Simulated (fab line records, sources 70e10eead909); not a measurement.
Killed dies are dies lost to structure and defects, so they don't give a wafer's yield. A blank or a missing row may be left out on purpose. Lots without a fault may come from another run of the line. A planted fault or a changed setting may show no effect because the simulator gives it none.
Which tool did it? | flow nand_harc | 12 lots, 36 wafers sampled, at 5 steps of a route of 1302

WHAT THE GAUGES READ, wafer by wafer
NHARC_A_CONTACT_INSPECT_10. Usual: raw_defect_count 91, standard deviation 30.
lot  | measured     | on                | raw_defect_count | flag
L982 | day 23 05:36 | defect_inspect-02 | 105 106 95       |
L983 | day 23 18:05 | defect_inspect-01 | 93 109 100       |
L985 | day 24 20:37 | defect_inspect-02 | 121 109 101      |
L987 | day 25 19:21 | defect_inspect-02 | 91 81 89         |
L986 | day 25 20:34 | defect_inspect-02 | 87 88 78         |
L990 | day 26 18:17 | defect_inspect-01 | 92 101 79        |
L989 | day 26 18:40 | defect_inspect-02 | 63 64 70         |
L995 | day 28 22:09 | defect_inspect-02 | 62 80 57         |
L994 | day 28 23:43 | defect_inspect-02 | 81 69 81         |
L100 | day 31 16:34 | defect_inspect-02 | 60 61 76         |
L102 | day 31 23:25 | defect_inspect-01 | 96 92 111        |
L101 | day 32 08:57 | defect_inspect-01 | 132 115 129      |

NHARC_END_SORT_01. Usual: killed_at_array 52, standard deviation 17; killed_at_other 0.9, standard deviation 1.2; killed_at_periphery 3.9, standard deviation 2.7; killed_dies 57, standard deviation 16; killed_open 3.3, standard deviation 1.9; killed_short 2.5, standard deviation 1.5.
lot  | measured     | on        | killed_at_array | killed_at_other | killed_at_periphery | killed_dies | killed_open | killed_short | flag
L982 | day 25 09:59 | prober-02 | 58 52 50        | 1 1 1           | 2 2 8               | 61 55 59    | 3 5 3       | 2 3 5        |
L983 | day 25 22:12 | prober-01 | 50 66 68        | 0 0 2           | 0 5 1               | 50 71 71    | 2 4 2       | 1 6 4        |
L985 | day 26 23:50 | prober-02 | 76 71 71        | 0 0 0           | 3 1 1               | 79 72 72    | 1 2 3       | 3 1 6        |
L987 | day 27 23:51 | prober-02 | 40 27 44        | 0 0 1           | 1 3 2               | 41 30 47    | 1 2 2       | 2 3 3        |
L986 | day 27 23:05 | prober-01 | 49 61 58        | 0 1 1           | 2 2 5               | 51 64 64    | 5 5 3       | 1 5 3        |
L990 | day 28 22:32 | prober-01 | 51 67 50        | 0 0 2           | 3 1 6               | 54 68 58    | 4 2 4       | 4 0 3        |
L989 | day 29 00:11 | prober-02 | 42 43 34        | 1 0 0           | 7 7 4               | 50 50 38    | 3 2 4       | 2 1 2        |
L995 | day 31 00:43 | prober-01 | 671 670 674     | 2 1 0           | 4 6 3               | 677 677 677 | 3 6 3       | 5 2 0        | OFF
L994 | day 31 01:38 | prober-02 | 674 668 673     | 1 0 1           | 2 9 3               | 677 677 677 | 3 4 5       | 2 0 2        | OFF
L100 | day 33 21:41 | prober-02 | 24 45 37        | 0 0 0           | 5 1 4               | 29 46 41    | 2 2 7       | 2 3 2        |
L102 | day 34 14:47 | prober-01 | 73 65 65        | 0 0 0           | 3 0 3               | 76 65 68    | 3 2 5       | 7 4 3        |
L101 | day 34 21:46 | prober-01 | 53 49 46        | 0 0 0           | 2 3 2               | 55 52 48    | 3 3 1       | 3 4 0        |

WHICH TOOL RAN EACH LOT (tool, then ch and the chambers of the sampled wafers, then the start)
lot  | NHARC_A_CONTACT_ETCH_136             | NHARC_A_CONTACT_ETCH_92            | NHARC_A_CONTACT_STRIP_26
L982 | har_cap_etch-01 ch 1, day 23 07:36   | rie_diel-02 ch 0,1,3, day 23 08:58 | rie_diel-02 ch 0,1,3, day 25 09:59 or earlier
L983 | har_cap_etch-03 ch 0,1, day 23 19:44 | rie_diel-02 ch 0,1,3, day 23 21:07 | rie_diel-02 ch 0,1,2, day 25 22:12 or earlier
L985 | har_cap_etch-01 ch 0,1, day 24 22:22 | rie_diel-11 ch 0,1, day 24 23:38   | rie_diel-11 ch 0,2,3, day 26 23:50 or earlier
L987 | har_cap_etch-03 ch 0,1, day 25 21:17 | rie_diel-02 ch 1,2, day 25 22:41   | rie_diel-02 ch 1,2, day 27 23:51 or earlier
L986 | har_cap_etch-01 ch 0,1, day 25 22:17 | rie_diel-02 ch 0,1,2, day 25 23:38 | rie_diel-02 ch 0,1,3, day 27 23:05 or earlier
L990 | har_cap_etch-02 ch 0,1, day 26 20:10 | rie_diel-02 ch 0,1,3, day 26 21:55 | rie_diel-02 ch 1,2,3, day 28 22:32 or earlier
L989 | har_cap_etch-01 ch 0,1, day 26 20:53 | rie_diel-02 ch 1,2, day 26 22:10   | rie_diel-11 ch 0,1, day 29 00:11 or earlier
L995 | har_cap_etch-02 ch 0,1, day 28 23:49 | rie_diel-04 ch 0,1,2, day 29 01:13 | rie_diel-11 ch 0,2,3, day 31 00:43 or earlier
L994 | har_cap_etch-03 ch 0,1, day 29 01:27 | rie_diel-04 ch 0,1,2, day 29 02:49 | rie_diel-02 ch 1,2,3, day 31 01:38 or earlier
L100 | har_cap_etch-02 ch 0,1, day 31 18:14 | rie_diel-02 ch 0,1,3, day 31 19:38 | rie_diel-02 ch 0,1,2, day 33 21:41 or earlier
L102 | har_cap_etch-02 ch 0,1, day 32 01:19 | rie_diel-04 ch 0,1,2, day 32 02:42 | rie_diel-11 ch 0,3, day 34 14:47 or earlier
L101 | har_cap_etch-01 ch 0,1, day 32 10:36 | rie_diel-04 ch 1,2,3, day 32 11:58 | rie_diel-11 ch 0,2,3, day 34 21:46 or earlier
- NHARC_A_CONTACT_ETCH_136: etches the open film in C4F8/O2/Ar, time 311 s, target depth 1912 nm.
- NHARC_A_CONTACT_ETCH_92: etches the open film in CH3F/O2, target depth 40 nm, time 85.7 s.
- NHARC_A_CONTACT_STRIP_26: strips in O2.

WHAT THE TOOLS THEMSELVES READ (means of the sampled wafers that have a number; where no wafer has one, the mark that the record gives instead)
NHARC_A_CONTACT_ETCH_136. Usual: chamber_pressure_mTorr 19.999 mTorr, standard deviation 0.019; oes_air_line_au 1.000 a.u., standard deviation 0.021.
lot  | tool            | chamber_pressure_mTorr (mTorr) | oes_air_line_au (a.u.) | flag
L982 | har_cap_etch-01 | 19.978                         | 1.012                  |
L983 | har_cap_etch-03 | 20.001                         | 0.961                  |
L985 | har_cap_etch-01 | 19.991                         | 1.027                  |
L987 | har_cap_etch-03 | 19.994                         | 1.009                  |
L986 | har_cap_etch-01 | 20.007                         | 1.010                  |
L990 | har_cap_etch-02 | 19.990                         | 1.008                  |
L989 | har_cap_etch-01 | 19.993                         | 0.995                  |
L995 | har_cap_etch-02 | 20.008                         | 1.002                  |
L994 | har_cap_etch-03 | 19.991                         | 0.987                  |
L100 | har_cap_etch-02 | 20.007                         | 0.996                  |
L102 | har_cap_etch-02 | 20.003                         | 0.999                  |
L101 | har_cap_etch-01 | 19.993                         | 1.013                  |

NHARC_A_CONTACT_ETCH_92. Usual: bias_w 100.0 W, standard deviation 0.34; ch3f_flow_sccm 49.99 sccm, standard deviation 0.15; drypump_motor_current_A 5.5 A, standard deviation 0.42; oes_product_au 0.935 a.u., standard deviation 0.022; rf_vpp_V 244.7 V, standard deviation 1.7; showerhead_plenum_p_Torr 2.49 Torr, standard deviation 0.11; throttle_valve_pct 20.663 %, standard deviation 0.0089.
lot  | tool        | bias_w (W) | ch3f_flow_sccm (sccm) | drypump_motor_current_A (A) | oes_product_au (a.u.) | rf_vpp_V (V) | showerhead_plenum_p_Torr (Torr) | throttle_valve_pct (%) | flag
L982 | rie_diel-02 | 99.9       | 49.84                 | 5.6                         | 0.932                 | 245.3        | 2.54                            | 20.669                 |
L983 | rie_diel-02 | 100.4      | 50.03                 | 5.6                         | 0.944                 | 245.0        | 2.54                            | 20.665                 |
L985 | rie_diel-11 | 100.3      | 49.94                 | 5.7                         | 0.934                 | 245.0        | 2.55                            | 20.671                 |
L987 | rie_diel-02 | 99.9       | 50.08                 | 5.2                         | 0.941                 | 242.1        | 2.36                            | 20.661                 |
L986 | rie_diel-02 | 99.9       | 49.96                 | 5.3                         | 0.928                 | 244.8        | 2.45                            | 20.662                 |
L990 | rie_diel-02 | 100.1      | 49.96                 | 5.6                         | 0.929                 | 245.9        | 2.54                            | 20.666                 |
L989 | rie_diel-02 | 100.0      | 49.86                 | 5.1                         | 1.013                 | 244.3        | 2.45                            | 20.664                 | OFF
L995 | rie_diel-04 | -          | -                     | -                           | -                     | -            | -                               | -                      | OFF
L994 | rie_diel-04 | -          | -                     | -                           | -                     | -            | -                               | -                      | OFF
L100 | rie_diel-02 | 99.9       | 50.09                 | 5.6                         | 0.927                 | 245.4        | 2.53                            | 20.655                 |
L102 | rie_diel-04 | 100.5      | 49.98                 | 5.5                         | 0.928                 | 245.4        | 2.53                            | 20.662                 |
L101 | rie_diel-04 | 100.2      | 49.99                 | 5.2                         | 0.925                 | 244.4        | 2.47                            | 20.666                 |

NHARC_A_CONTACT_STRIP_26. Usual: drypump_motor_current_A 5.5 A, standard deviation 0.38; oes_product_au 1.001 a.u., standard deviation 0.0096; rf_vpp_V 57.8 V, standard deviation 0.87; showerhead_plenum_p_Torr 3.57 Torr, standard deviation 0.16; throttle_valve_pct 17.037 %, standard deviation 0.01.
lot  | tool        | drypump_motor_current_A (A) | oes_product_au (a.u.) | rf_vpp_V (V) | showerhead_plenum_p_Torr (Torr) | throttle_valve_pct (%) | flag
L982 | rie_diel-02 | 5.6                         | 0.994                 | 58.2         | 3.64                            | 17.031                 |
L983 | rie_diel-02 | 5.3                         | 1.001                 | 57.1         | 3.52                            | 17.034                 |
L985 | rie_diel-11 | 5.6                         | 0.991                 | 57.8         | 3.73                            | 17.034                 |
L987 | rie_diel-02 | 5.1                         | 1.016                 | 57.5         | 3.51                            | 17.034                 |
L986 | rie_diel-02 | 5.6                         | 1.005                 | 57.8         | 3.64                            | 17.045                 |
L990 | rie_diel-02 | 5.5                         | 1.000                 | 57.6         | 3.52                            | 17.037                 |
L989 | rie_diel-11 | 5.7                         | 1.005                 | 57.8         | 3.64                            | 17.033                 |
L995 | rie_diel-11 | 5.6                         | 0.998                 | 58.1         | 3.71                            | 17.038                 |
L994 | rie_diel-02 | 5.5                         | 1.002                 | 57.7         | 3.51                            | 17.039                 |
L100 | rie_diel-02 | 5.4                         | 0.996                 | 58.3         | 3.50                            | 17.035                 |
L102 | rie_diel-11 | 5.5                         | 1.008                 | 58.1         | 3.73                            | 17.042                 |
L101 | rie_diel-11 | 5.6                         | 1.012                 | 57.5         | 3.70                            | 17.036                 |

THE ANSWER, worked out from the rows above alone
Rule: a lot is off if the mean of its wafers that have a number lies more than 3 standard deviations from the usual mean. A lot without any number at a reading at which 4 lots or more have one is off too. The other lots that the step has rows for count as sound. The gauges are gone through in route order, then the tools' own readings, and for those a lot's mean is taken as printed above. The first step at which some lot is off is used, and at that step the reading that is off furthest; a lot without a number counts as furthest.
Off: L995, L994, at NHARC_END_SORT_01 (killed_dies).
A tool fits if, at a process step before that reading, it ran every lot that is off, and no sound lot after the first of them. The gauges at NHARC_END_SORT_01 aren't tried: what is off there is off at NHARC_A_CONTACT_ETCH_92 too, on other tools, and a gauge's error can't cause that. NHARC_A_CONTACT_STRIP_26 gives no start for some lots, so the hours and the order of its lots are those of NHARC_END_SORT_01. None of those tried fits.

WHAT THE SIMULATOR HAD PUT IN
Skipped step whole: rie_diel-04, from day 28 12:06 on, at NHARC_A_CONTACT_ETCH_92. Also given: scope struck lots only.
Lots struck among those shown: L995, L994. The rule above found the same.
